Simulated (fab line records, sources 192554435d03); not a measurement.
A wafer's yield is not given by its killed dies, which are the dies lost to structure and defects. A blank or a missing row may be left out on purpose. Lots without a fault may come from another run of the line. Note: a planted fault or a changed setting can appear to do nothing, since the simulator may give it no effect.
fab line records	flow n5_finfet	part 1 of 2: steps 1 to 4 of 6
[record] lots = 24	wafers = 72	last_day = 18
route steps=1938 shown BEOL_M7@1276
lots with no fault: from the same line, run without faults
start_h: hours from the record's first day to the start of the lot's first wafer shown	wait_h: hours elapsed since this lot's preceding step	" repeats the value in the row above	L1.1+2: a single row standing in for several wafers	- either no value or no given start	* or withheld: withheld	< > ~ a bound
route shown NAME@n: a module of which the file shows steps, and the number in the route of the first	usual: average and standard deviation across the fault-free wafers	same: alike in all rows	chamber/n: place in a boat	sites: each site's reading	_std_site: standard deviation across them	_edge_site: mean of outer sites minus mean of inner sites	radius_mm: how far each site lies from the wafer's centre	mask NAME#n: copy n	behind: the most recent tool/chamber to have shaped the wafer	hold: what put the lot on hold/how long, in hours/how the hold closed	device: the transistor (n, p or np) that didn't switch	end of line: the same wafers' tests at the end of the route	for a step that has no rows: nothing shown but its recipe	killed: at the first sort, the dies lost to defects and structure; wafer yield is something else	map: a wafer's dies, marking killed ones x, the rest . and places with no die _
set.NAME: the setting as run; set.NAME@STEP: as run at that earlier step	model.NAME: the simulator's own value behind a step, which no gauge read
one table for each step of the route and one row for each wafer, over a sample of lots
services: from which hour (start_h, from the record's first day; less than 0 if before it) a tool's chamber was out of use, for how many hours, and why
[[steps]]
[step N5_BEOL_M7_CD_MEAS_11]
[recipe] target_cd_nm = 38.5	landing_energy_ev = 500	detector = se_inlens	polarity = opening
[usual] cd_nm = 38.7/0.51
lot.wafer	tool	chamber	start_h	wait_h	cd_nm
L074.4	cd_sem-02	0	203.81	-	38.0
L074.5	"	0	"	"	38.4
L074.6	"	0	"	"	38.6
L075.2	cd_sem-01	0	209.89	-	37.4
L075.4	"	0	"	"	37.9
L075.6	"	0	"	"	37.9
L077.1	cd_sem-03	0	211.27	-	39.1
L077.2	"	0	"	"	39.3
L077.5	"	0	"	"	38.8
L076.2	cd_sem-02	0	211.85	-	39.3
L076.3	"	0	"	"	38.1
L076.5	"	0	"	"	38.9
L078.2	cd_sem-02	0	237.29	-	38.1
L078.5	"	0	"	"	38.4
L078.6	"	0	"	"	38.7
L079.3	cd_sem-02	0	237.41	-	39.1
L079.4	"	0	"	"	39.3
L079.5	"	0	"	"	38.6
L080.2	cd_sem-01	0	244.87	-	38.9
L080.5	"	0	"	"	39.5
L080.6	"	0	"	"	39.3
L081.2	cd_sem-01	0	245.71	-	39.5
L081.4	"	0	"	"	38.2
L081.5	"	0	"	"	39.4
L082.1	cd_sem-02	0	249.97	-	39.3
L082.3	"	0	"	"	38.8
L082.5	"	0	"	"	38.5
L085.1	cd_sem-03	0	263.39	-	39.1
L085.2	"	0	"	"	38.7
L085.6	"	0	"	"	38.9
L083.1	cd_sem-02	0	266.55	-	38.7
L083.3	"	0	"	"	37.8
L083.4	"	0	"	"	38.4
L087.3	cd_sem-01	0	269.90	-	38.6
L087.4	"	0	"	"	38.7
L087.5	"	0	"	"	38.8
L084.2	cd_sem-03	0	270.06	-	37.9
L084.4	"	0	"	"	38.1
L084.6	"	0	"	"	39.3
L086.3	cd_sem-01	0	274.24	-	38.9
L086.4	"	0	"	"	37.9
L086.5	"	0	"	"	38.1
L088.2	cd_sem-03	0	278.55	-	37.2
L088.4	"	0	"	"	37.3
L088.5	"	0	"	"	38.8
L089.2	cd_sem-01	0	285.68	-	38.4
L089.3	"	0	"	"	38.1
L089.5	"	0	"	"	38.3
L090.3	cd_sem-03	0	303.23	-	39.2
L090.4	"	0	"	"	38.7
L090.5	"	0	"	"	39.5
L091.1	cd_sem-01	0	310.69	-	39.0
L091.2	"	0	"	"	40.0
L091.3	"	0	"	"	38.9
L092.1	cd_sem-02	0	311.10	-	38.4
L092.2	"	0	"	"	39.0
L092.3	"	0	"	"	38.8
L093.2	cd_sem-03	0	318.57	-	39.2
L093.3	"	0	"	"	38.9
L093.4	"	0	"	"	39.0
L094.1	cd_sem-01	0	329.33	-	38.8
L094.5	"	0	"	"	39.1
L094.6	"	0	"	"	38.7
L097.2	cd_sem-01	0	335.31	-	38.4
L097.4	"	0	"	"	38.5
L097.5	"	0	"	"	38.9
L096.1	cd_sem-02	0	339.74	-	38.6
L096.2	"	0	"	"	39.1
L096.4	"	0	"	"	39.6
L095.2	cd_sem-02	0	339.94	-	38.8
L095.3	"	0	"	"	39.2
L095.4	"	0	"	"	39.0
[step N5_BEOL_M7_ETCH_62]
[recipe] chemistry = N2/H2	target = SOC	target_depth_a = 1100	overetch_a = 220	mask_material = SiARC	temp_c = 40	time_s = 165	ion_energy_ev = 200	pressure_mtorr = 30	source_w = 840	bias_w = 150	n2_flow_sccm = 200	h2_flow_sccm = 200
[usual] drypump_motor_current_A = 5.7/0.32	h2_flow_sccm = 200.0/0.55	oes_product_au = 0.67/0.08	rf_vpp_V = 524.1/2.1	showerhead_plenum_p_Torr = 2.55/0.07	throttle_valve_pct = 17.73/0.16
lot.wafer	tool	chamber	start_h	wait_h	drypump_motor_current_A	h2_flow_sccm	oes_product_au	rf_hours_counter_h	rf_vpp_V	showerhead_plenum_p_Torr	throttle_valve_pct
L074.4	rie_diel-05	3	203.99	0.0	5.6	200.6	0.58	217	523.2	2.52	17.84
L074.5	"	2	"	"	5.9	200.7	0.61	-	523.0	2.51	17.85
L074.6	"	1	"	"	5.2	200.4	0.64	-	524.2	2.55	17.60
L075.2	rie_diel-01	0	210.07	0.0	5.3	198.8	0.69	68	526.2	2.56	17.65
L075.4	"	2	"	"	5.3	200.5	0.58	249	522.5	2.50	18.32
L075.6	"	3	"	"	5.7	200.6	0.62	-	521.5	2.44	17.72
L077.1	rie_diel-05	3	211.69	0.0	5.6	199.4	0.59	220	523.2	2.51	17.84
L077.2	"	1	"	"	5.2	200.0	0.63	153	524.0	2.55	17.62
L077.5	"	1	"	"	5.2	200.2	0.64	-	523.7	2.55	17.61
L076.2	rie_diel-05	2	212.03	0.0	5.9	200.1	0.61	222	524.0	2.51	17.86
L076.3	"	3	"	"	5.6	200.8	0.58	220	524.0	2.51	17.86
L076.5	"	0	"	"	5.4	200.6	0.75	-	528.0	2.70	17.68
L078.2	rie_diel-04	2	237.90	0.0	6.2	199.9	0.72	44	523.6	2.49	17.35
L078.5	"	3	"	"	5.9	200.4	0.78	-	525.1	2.61	17.68
L078.6	"	0	"	"	5.6	200.3	0.83	-	525.7	2.62	17.58
L079.3	rie_diel-05	2	238.08	0.0	5.9	199.6	0.60	229	524.0	2.51	17.87
L079.4	"	0	"	"	5.4	200.2	0.75	40	527.2	2.70	17.69
L079.5	"	2	"	"	5.9	199.6	0.60	-	523.4	2.51	17.88
L080.2	rie_diel-04	1	245.05	0.0	6.3	200.5	0.58	246	525.2	2.60	17.98
L080.5	"	1	"	"	6.3	200.7	0.58	-	524.8	2.60	17.98
L080.6	"	0	"	"	5.7	200.1	0.83	-	523.1	2.62	17.60
L081.2	rie_diel-05	2	245.88	0.0	5.9	198.6	0.59	233	522.2	2.51	17.88
L081.4	"	1	"	"	5.2	200.2	0.63	164	523.2	2.54	17.61
L081.5	"	3	"	"	5.6	200.3	0.57	-	523.4	2.51	17.86
L082.1	rie_diel-05	0	250.15	0.0	5.4	200.0	0.73	44	529.3	2.70	17.69
L082.3	"	1	"	"	5.2	200.4	0.63	165	523.2	2.54	17.62
L082.5	"	2	"	"	5.9	199.6	0.59	-	523.1	2.51	17.88
L085.1	rie_diel-04	2	263.57	0.0	6.2	200.2	0.71	54	521.5	2.48	17.36
L085.2	"	0	"	"	5.6	200.5	0.80	11	525.8	2.62	17.60
L085.6	"	0	"	"	5.7	200.7	0.80	-	525.9	2.62	17.61
L083.1	rie_diel-01	3	266.73	0.0	5.7	200.1	0.61	168	522.2	2.43	17.74
L083.3	"	0	"	"	5.3	199.7	0.68	89	523.1	2.55	17.68
L083.4	"	1	"	"	5.6	200.2	0.62	-	522.4	2.52	17.80
L087.3	rie_diel-04	2	270.07	0.0	6.2	199.1	0.70	56	522.2	2.48	17.36
L087.4	"	0	"	"	5.6	199.5	0.80	13	526.3	2.62	17.61
L087.5	"	1	"	"	6.3	200.5	0.57	-	525.3	2.59	17.99
L084.2	rie_diel-05	3	270.25	0.0	5.6	200.7	0.57	237	523.5	2.51	17.86
L084.4	"	1	"	"	5.2	199.5	0.63	171	523.1	2.54	17.63
L084.6	"	2	"	"	5.9	199.7	0.59	-	523.1	2.51	17.90
L086.3	rie_diel-01	3	274.42	0.0	5.7	199.7	0.61	171	518.9	2.43	17.76
L086.4	"	3	"	"	5.7	200.2	0.61	-	520.0	2.43	17.76
L086.5	"	1	"	"	5.5	200.4	0.61	-	524.2	2.52	17.84
L088.2	rie_diel-04	3	278.73	0.0	5.9	200.0	0.75	25	524.7	2.60	17.71
L088.4	"	0	"	"	5.6	200.5	0.78	-	525.5	2.61	17.61
L088.5	"	3	"	"	5.9	200.5	0.76	-	525.7	2.60	17.71
L089.2	rie_diel-05	1	285.86	0.0	5.2	199.8	0.63	177	524.3	2.54	17.65
L089.3	"	0	"	"	5.4	199.7	0.73	52	527.2	2.70	17.72
L089.5	"	0	"	"	5.4	200.3	0.73	-	528.6	2.70	17.71
L090.3	rie_diel-01	0	304.41	0.0	5.3	200.1	0.66	104	524.0	2.54	17.72
L090.4	"	1	"	"	5.5	201.4	0.61	211	521.6	2.52	17.83
L090.5	"	0	"	"	5.3	198.9	0.66	-	525.8	2.54	17.72
L091.1	rie_diel-04	0	311.15	0.0	5.7	199.9	0.77	32	525.5	2.61	17.66
L091.2	"	3	"	"	5.9	200.5	0.74	37	525.7	2.59	17.73
L091.3	"	2	"	"	6.2	198.8	0.69	72	522.0	2.48	17.38
L092.1	rie_diel-01	3	311.67	0.0	5.7	199.9	0.60	184	522.2	2.42	17.77
L092.2	"	1	"	"	5.5	200.2	0.61	215	522.8	2.52	17.84
L092.3	"	2	"	"	5.4	200.5	0.81	7	522.8	2.50	17.87
L093.2	rie_diel-04	2	318.94	0.0	6.2	200.4	0.69	75	522.3	2.47	17.40
L093.3	"	0	"	"	5.7	200.0	0.75	34	524.6	2.61	17.65
L093.4	"	3	"	"	5.9	199.9	0.74	39	525.6	2.59	17.72
L094.1	rie_diel-01	2	329.51	0.0	5.4	200.0	0.79	13	521.3	2.50	17.88
L094.5	"	1	"	"	5.5	201.2	0.60	-	522.9	2.51	17.85
L094.6	"	0	"	"	5.3	199.4	0.65	-	523.9	2.54	17.75
L097.2	rie_diel-04	2	335.65	0.0	6.2	199.8	0.67	80	520.8	2.47	17.42
L097.4	"	1	"	"	6.3	200.6	0.78	16	525.4	2.59	17.56
L097.5	"	2	"	"	6.2	200.1	0.68	-	521.8	2.47	17.42
L096.1	rie_diel-05	0	340.12	0.0	5.4	201.0	0.71	67	528.9	2.69	17.73
L096.2	"	3	"	"	5.6	199.6	0.56	257	521.7	2.50	17.91
L096.4	"	0	"	"	5.4	199.5	0.71	-	529.0	2.69	17.76
L095.2	rie_diel-01	3	340.28	0.0	5.7	201.3	0.59	194	520.8	2.42	17.79
L095.3	"	0	"	"	5.3	199.3	0.65	117	524.1	2.54	17.74
L095.4	"	2	"	"	5.4	199.0	0.77	17	522.9	2.49	17.87
[step N5_BEOL_M7_CD_MEAS_18]
[recipe] pitch_nm = 80	target_cd_nm = 40
[usual] cd_nm = 40.1/0.63
lot.wafer	tool	chamber	start_h	wait_h	cd_nm
L074.4	cd_sem-03	-	204.46	0.1	39.0
L074.5	"	-	"	"	39.8
L074.6	"	-	"	"	40.3
L075.2	cd_sem-01	-	210.44	0.1	39.6
L075.4	"	-	"	"	39.3
L075.6	"	-	"	"	39.5
L077.1	cd_sem-03	-	212.06	0.0	39.8
L077.2	"	-	"	"	40.8
L077.5	"	-	"	"	40.3
L076.2	cd_sem-03	-	212.40	0.1	40.5
L076.3	"	-	"	"	39.2
L076.5	"	-	"	"	40.5
L078.2	cd_sem-01	-	238.27	0.1	40.3
L078.5	"	-	"	"	39.9
L078.6	"	-	"	"	39.4
L079.3	cd_sem-02	-	238.45	0.1	39.9
L079.4	"	-	"	"	40.2
L079.5	"	-	"	"	40.1
L080.2	cd_sem-01	-	245.42	0.1	39.6
L080.5	"	-	"	"	40.0
L080.6	"	-	"	"	39.8
L081.2	cd_sem-01	-	246.26	0.1	41.2
L081.4	"	-	"	"	40.4
L081.5	"	-	"	"	40.3
L082.1	cd_sem-03	-	250.51	0.0	40.5
L082.3	"	-	"	"	40.4
L082.5	"	-	"	"	39.8
L085.1	cd_sem-03	-	263.94	0.0	41.1
L085.2	"	-	"	"	40.2
L085.6	"	-	"	"	40.7
L083.1	cd_sem-03	-	267.19	0.0	40.0
L083.3	"	-	"	"	39.1
L083.4	"	-	"	"	39.0
L087.3	cd_sem-03	-	270.63	0.1	40.1
L087.4	"	-	"	"	39.8
L087.5	"	-	"	"	40.2
L084.2	cd_sem-03	-	270.67	0.1	39.2
L084.4	"	-	"	"	39.7
L084.6	"	-	"	"	40.5
L086.3	cd_sem-02	-	274.85	0.1	40.2
L086.4	"	-	"	"	39.4
L086.5	"	-	"	"	38.6
L088.2	cd_sem-01	-	279.23	0.1	38.7
L088.4	"	-	"	"	38.5
L088.5	"	-	"	"	40.0
L089.2	cd_sem-02	-	286.23	0.1	40.2
L089.3	"	-	"	"	40.2
L089.5	"	-	"	"	39.7
L090.3	cd_sem-01	-	304.93	0.1	40.9
L090.4	"	-	"	"	39.8
L090.5	"	-	"	"	40.6
L091.1	cd_sem-02	-	311.58	0.0	40.0
L091.2	"	-	"	"	41.2
L091.3	"	-	"	"	41.3
L092.1	cd_sem-02	-	312.13	0.0	39.4
L092.2	"	-	"	"	39.8
L092.3	"	-	"	"	39.6
L093.2	cd_sem-02	-	319.39	0.1	40.7
L093.3	"	-	"	"	39.9
L093.4	"	-	"	"	40.3
L094.1	cd_sem-01	-	329.88	0.0	40.0
L094.5	"	-	"	"	39.7
L094.6	"	-	"	"	40.2
L097.2	cd_sem-01	-	336.04	0.1	39.9
L097.4	"	-	"	"	40.5
L097.5	"	-	"	"	40.7
L096.1	cd_sem-03	-	340.51	0.1	40.6
L096.2	"	-	"	"	41.1
L096.4	"	-	"	"	41.0
L095.2	cd_sem-02	-	340.75	0.1	40.8
L095.3	"	-	"	"	40.6
L095.4	"	-	"	"	41.2
[step N5_BEOL_M7_ETCH_65]
[recipe] chemistry = CF4	target = SiARC	target_depth_a = 156	mask_material = CAR-EUV	time_s = 26	ion_energy_ev = 80	pressure_mtorr = 40	source_w = 545	bias_w = 36	Ar_flow_sccm = 100	cf4_flow_sccm = 100	ends = cleared
[usual] drypump_motor_current_A = 5.8/0.34	etch_rf_on_time_s = 26.0/0.69	oes_product_au = 0.69/0.089	rf_vpp_V = 184.1/0.92	showerhead_plenum_p_Torr = 2.14/0.058	throttle_valve_pct = 15.50/0.23
lot.wafer	tool	chamber	start_h	wait_h	drypump_motor_current_A	etch_rf_on_time_s	oes_product_au	rf_hours_counter_h	rf_vpp_V	showerhead_plenum_p_Torr	throttle_valve_pct
L074.4	rie_diel-05	2	204.97	0.0	5.8	26.3	0.60	220	184.6	2.12	15.68
L074.5	"	1	"	"	5.2	25.8	0.64	-	183.7	2.14	15.37
L074.6	"	0	"	"	5.4	26.2	0.77	-	185.3	2.28	15.52
L075.2	rie_diel-05	3	211.02	0.0	5.6	27.3	0.57	220	183.5	2.13	15.78
L075.4	"	2	"	"	5.9	26.2	0.61	222	183.1	2.12	15.68
L075.6	"	3	"	"	5.6	27.3	0.57	-	184.8	2.13	15.78
L077.1	rie_diel-04	2	212.57	0.0	6.2	25.3	0.75	36	183.1	2.08	14.99
L077.2	"	1	"	"	6.3	26.1	0.59	235	184.8	2.20	15.89
L077.5	"	2	"	"	6.2	25.5	0.74	-	183.6	2.08	15.01
L076.2	rie_diel-04	2	212.97	0.0	6.2	25.2	0.75	36	183.5	2.08	15.02
L076.3	"	3	"	"	5.9	26.3	0.81	3	183.8	2.20	15.42
L076.5	"	3	"	"	5.9	26.0	0.82	-	185.4	2.20	15.43
L078.2	rie_diel-05	1	239.33	0.0	5.2	25.8	0.63	161	182.6	2.14	15.39
L078.5	"	3	"	"	5.6	27.5	0.56	-	183.8	2.12	15.80
L078.6	"	2	"	"	5.8	26.8	0.59	-	184.3	2.12	15.71
L079.3	rie_diel-01	0	239.66	0.0	5.3	25.7	0.70	78	183.1	2.17	15.55
L079.4	"	3	"	"	5.7	26.4	0.62	-	182.6	2.05	15.48
L079.5	"	1	"	"	5.5	25.9	0.63	-	183.9	2.13	15.64
L080.2	rie_diel-04	0	248.66	0.0	5.6	25.7	0.83	5	183.2	2.20	15.34
L080.5	"	1	"	"	6.3	25.7	0.59	-	185.9	2.20	15.92
L080.6	"	2	"	"	6.2	25.2	0.73	-	183.4	2.08	15.04
L081.2	rie_diel-05	2	248.71	0.0	5.9	26.8	0.60	233	183.5	2.11	15.72
L081.4	"	3	"	"	5.6	27.7	0.56	231	184.1	2.12	15.81
L081.5	"	1	"	"	5.2	26.0	0.64	-	183.4	2.13	15.40
L082.1	rie_diel-04	2	252.02	0.0	6.2	25.2	0.73	49	183.3	2.08	15.05
L082.3	"	1	"	"	6.2	25.9	0.58	247	185.3	2.19	15.91
L082.5	"	2	"	"	6.2	25.2	0.73	-	183.4	2.08	15.03
L085.1	rie_diel-04	0	265.43	0.0	5.6	25.9	0.80	12	184.9	2.20	15.35
L085.2	"	2	"	"	6.2	25.4	0.71	54	183.8	2.08	15.04
L085.6	"	2	"	"	6.2	25.4	0.73	-	183.4	2.08	15.04
L083.1	rie_diel-05	0	268.86	0.0	5.4	25.7	0.74	49	185.6	2.28	15.56
L083.3	"	2	"	"	5.8	26.4	0.59	238	186.1	2.11	15.72
L083.4	"	3	"	"	5.6	27.4	0.56	236	183.4	2.12	15.80
L087.3	rie_diel-04	0	271.36	0.0	5.6	25.7	0.80	14	184.8	2.20	15.34
L087.4	"	1	"	"	6.3	26.0	0.58	249	185.9	2.19	15.91
L087.5	"	2	"	"	6.2	25.1	0.72	-	183.0	2.08	15.06
L084.2	rie_diel-05	1	271.70	0.0	5.2	26.2	0.62	172	185.7	2.13	15.42
L084.4	"	3	"	"	5.6	27.8	0.55	237	184.6	2.12	15.80
L084.6	"	1	"	"	5.2	26.1	0.62	-	184.5	2.13	15.42
L086.3	rie_diel-04	2	275.48	0.0	6.2	25.0	0.72	58	183.8	2.07	15.05
L086.4	"	3	"	"	5.9	26.4	0.76	-	185.0	2.20	15.47
L086.5	"	2	"	"	6.2	25.2	0.72	-	184.6	2.07	15.05
L088.2	rie_diel-05	3	281.31	0.0	5.6	27.7	0.56	240	184.0	2.12	15.81
L088.4	"	2	"	"	5.9	26.2	0.59	-	184.8	2.11	15.73
L088.5	"	3	"	"	5.6	27.5	0.55	-	184.3	2.12	15.80
L089.2	rie_diel-05	1	287.31	0.0	5.2	26.2	0.62	177	183.9	2.13	15.42
L089.3	"	0	"	"	5.3	26.0	0.73	53	185.9	2.28	15.57
L089.5	"	2	"	"	5.9	26.4	0.59	-	183.0	2.11	15.74
L090.3	rie_diel-04	1	305.85	0.0	6.3	24.7	0.84	6	185.0	2.19	15.43
L090.4	"	0	"	"	5.7	26.1	0.77	29	185.2	2.19	15.37
L090.5	"	0	"	"	5.7	25.9	0.77	-	183.9	2.19	15.39
L092.1	rie_diel-01	2	312.88	0.0	5.4	26.3	0.81	7	182.2	2.10	15.59
L092.2	"	3	"	"	5.7	26.6	0.60	185	183.2	2.04	15.51
L092.3	"	0	"	"	5.3	25.2	0.68	108	183.7	2.16	15.61
L091.1	rie_diel-04	1	313.07	0.0	6.3	24.9	0.82	9	183.8	2.19	15.43
L091.2	"	0	"	"	5.6	25.8	0.77	32	185.2	2.19	15.38
L091.3	"	3	"	"	5.9	26.3	0.74	37	184.3	2.19	15.50
L093.2	rie_diel-01	0	324.23	0.0	5.3	25.8	0.66	112	184.5	2.15	15.62
L093.3	"	3	"	"	5.7	26.8	0.59	189	182.9	2.03	15.52
L093.4	"	1	"	"	5.5	25.7	0.61	219	184.5	2.12	15.70
L094.1	rie_diel-01	0	331.01	0.0	5.3	25.5	0.66	114	184.7	2.15	15.62
L094.5	"	0	"	"	5.3	25.6	0.67	-	183.9	2.15	15.63
L094.6	"	3	"	"	5.6	26.9	0.59	-	184.1	2.03	15.51
L097.2	rie_diel-04	3	338.81	0.0	5.9	26.1	0.73	45	184.4	2.19	15.52
L097.4	"	1	"	"	6.3	24.5	0.82	17	185.9	2.19	15.46
L097.5	"	0	"	"	5.7	25.6	0.76	-	183.8	2.19	15.39
L096.1	rie_diel-01	1	341.23	0.0	5.5	25.7	0.61	225	184.2	2.12	15.71
L096.2	"	0	"	"	5.3	25.3	0.67	118	183.8	2.15	15.64
L096.4	"	2	"	"	5.4	26.1	0.78	18	184.2	2.10	15.62
L095.2	rie_diel-04	2	341.41	0.0	6.2	25.3	0.70	82	183.6	2.07	15.10
L095.3	"	3	"	"	5.9	26.1	0.74	46	184.9	2.19	15.52
L095.4	"	0	"	"	5.7	25.9	0.76	41	184.2	2.19	15.41
